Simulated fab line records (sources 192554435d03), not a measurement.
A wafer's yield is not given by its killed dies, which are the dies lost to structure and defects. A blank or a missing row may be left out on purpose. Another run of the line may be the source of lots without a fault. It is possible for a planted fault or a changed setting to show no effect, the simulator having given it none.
Split-lot study | flow n5 finfet | on a route of 1938 steps: 7 lots, 21 wafers read

## THE SPLIT
At N5_BEOL_M4_COAT_61 (time 60 s, resist thk 60 nm), the setting spin rpm was moved away from the recipe's 1500 rpm on 7 of the 21 wafers read, by -6.0% to +10.8%. The other wafers ran this setting at the recipe's value.

## FROM THE SPLIT TO THE READING: what the file shows between them, 8 steps
- N5_BEOL_M4_COAT_62: time 60 s, resist thk 12 nm
- N5_BEOL_M4_COAT_73: time 60 s, resist thk 5 nm
- N5_BEOL_M4_ETCH_74: etches underlayer in N2/H2, target depth 6.5 nm, time 5.2 s
- N5_BEOL_M4_ETCH_63: etches SiARC in CF4, target depth 15.6 nm, time 26 s
- N5_BEOL_M4_ETCH_64: etches SOC in N2/H2, target depth 75 nm, overetch 22.5 nm, time 121.9 s
- N5_BEOL_M4_STRIP_65: strips in N2/H2
- N5_BEOL_M4_STRIP_75: strips in N2/H2
- N5_BEOL_M4_STRIP_66: strips in CF4

## THE READING
SOC_of_BEOL_M4_COAT_61.thk nm (the simulator's own value, which no gauge read), in nm, at N5_BEOL_M4_HM_OPEN_17 (chemistry Cl2/BCl3, target TiN, target depth 20 nm, overetch 6 nm). The file does not state a usual value for it. Across the 14 wafers here that went through the recipe, the average is 52.1 nm and the standard deviation 0.23 nm.

wafer  | tool, chamber at the split | spin rpm as run, rpm | against the recipe | SOC_of_BEOL_M4_COAT_61.thk nm, nm | against lot-mates on the recipe
L076.1 | litho track-04, 0          | 1500                 | recipe             | 52.2                              | -
L076.3 | litho track-04, 0          | 1662                 | +10.8%             | 49.2                              | -3.1
L076.5 | litho track-04, 0          | 1500                 | recipe             | 52.4                              | -
L080.1 | litho track-02, 0          | 1500                 | recipe             | 51.8                              | -
L080.2 | litho track-02, 0          | 1500                 | recipe             | 52.2                              | -
L080.3 | litho track-02, 0          | 1500                 | recipe             | 52                                | -
L081.2 | litho track-04, 0          | 1500                 | recipe             | 52.2                              | -
L081.5 | litho track-04, 0          | 1500                 | recipe             | 52.2                              | -
L081.3 | litho track-04, 0          | 1500                 | recipe             | 52.6                              | -
L089.1 | litho track-04, 0          | 1500                 | recipe             | 52.2                              | -
L089.2 | litho track-04, 0          | 1500                 | recipe             | 52.2                              | -
L089.4 | litho track-04, 0          | 1500                 | recipe             | 52.2                              | -
L088.3 | litho track-03, 0          | 1629                 | +8.6%              | 49.4                              | no lot-mate on the recipe
L088.4 | litho track-03, 0          | 1629                 | +8.6%              | 49.6                              | no lot-mate on the recipe
L088.5 | litho track-03, 0          | 1629                 | +8.6%              | 49.8                              | no lot-mate on the recipe
L097.1 | litho track-03, 0          | 1500                 | recipe             | 52                                | -
L097.2 | litho track-03, 0          | 1500                 | recipe             | 51.6                              | -
L097.4 | litho track-03, 0          | 1410                 | -6.0%              | 53.6                              | +1.8
L095.2 | litho track-03, 0          | 1638                 | +9.2%              | 49.4                              | -2.8
L095.4 | litho track-03, 0          | 1638                 | +9.2%              | 49.2                              | -3.0
L095.5 | litho track-03, 0          | 1500                 | recipe             | 52.2                              | -

THE FIT
A straight line over all 21 wafers: SOC_of_BEOL_M4_COAT_61.thk nm changes by -0.289 nm for each +1% of spin rpm; r = -0.99; the points scatter about the line by 0.23 nm.
The same after taking each lot's own level away (the mean of its wafers on the recipe; 18 wafers): -0.303 nm for each +1%; r = -0.99; scatter 0.15 nm.
On that fit, the largest move of spin rpm shifts the reading by 3.3 nm.
The lots' own levels span 51.80 to 52.33 nm, that is 2.3 times the standard deviation above.
Hence the lot-to-lot level has little effect on the slope; both slopes agree.
Check: with one of the wafers moved furthest among these (+10.8%) left out of the fit, the line predicts -3.38 nm for it against its lot-mates. It came out at -3.1 nm against them.

## THE OTHER SPLITS THESE WAFERS WENT THROUGH
Other splits were also applied to these wafers ahead of the reading. Each is held against what the fit with the lots' levels taken away leaves over:
other split on the same wafers | wafers away from the commonest value | r with SOC_of_BEOL_M4_COAT_61.thk nm (lot level and that fit taken away)
N5_BEOL_M2_DESCUM_33 time s    | 9                                    | +0.28
N5_BEOL_M2_ETCHBACK_99 time s  | 3                                    | -0.24
N5_BEOL_M4_ILD_DEP_00 time s   | 12                                   | -0.07

## THE WHOLE CHAIN: every reading that the file lists as answering this split, in the file's order
step                  | what it does                                                            | reading                                                                        | change (the file's fit)               | r (the file's)
N5_BEOL_M4_COAT_61    | time 60 s, resist thk 60 nm                                             | SOC_of_BEOL_M4_COAT_61.thk nm (the simulator's own value, which no gauge read) | -0.29 nm for each +1% of the setting  | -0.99
N5_BEOL_M4_ETCH_64    | etches SOC in N2/H2, target depth 75 nm, overetch 22.5 nm, time 121.9 s | etch.depth nm (the simulator's own value, which no gauge read)                 | -0.287 nm for each +1% of the setting | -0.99
N5_BEOL_M4_HM_OPEN_17 | chemistry Cl2/BCl3, target TiN, target depth 20 nm, overetch 6 nm       | SOC_of_BEOL_M4_COAT_61.thk nm (the simulator's own value, which no gauge read) | -0.299 nm for each +1% of the setting | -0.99

## THE FILE'S OWN FIT
SOC_of_BEOL_M4_COAT_61.thk nm changes by -0.299 nm for each +1% of spin rpm, r = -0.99.
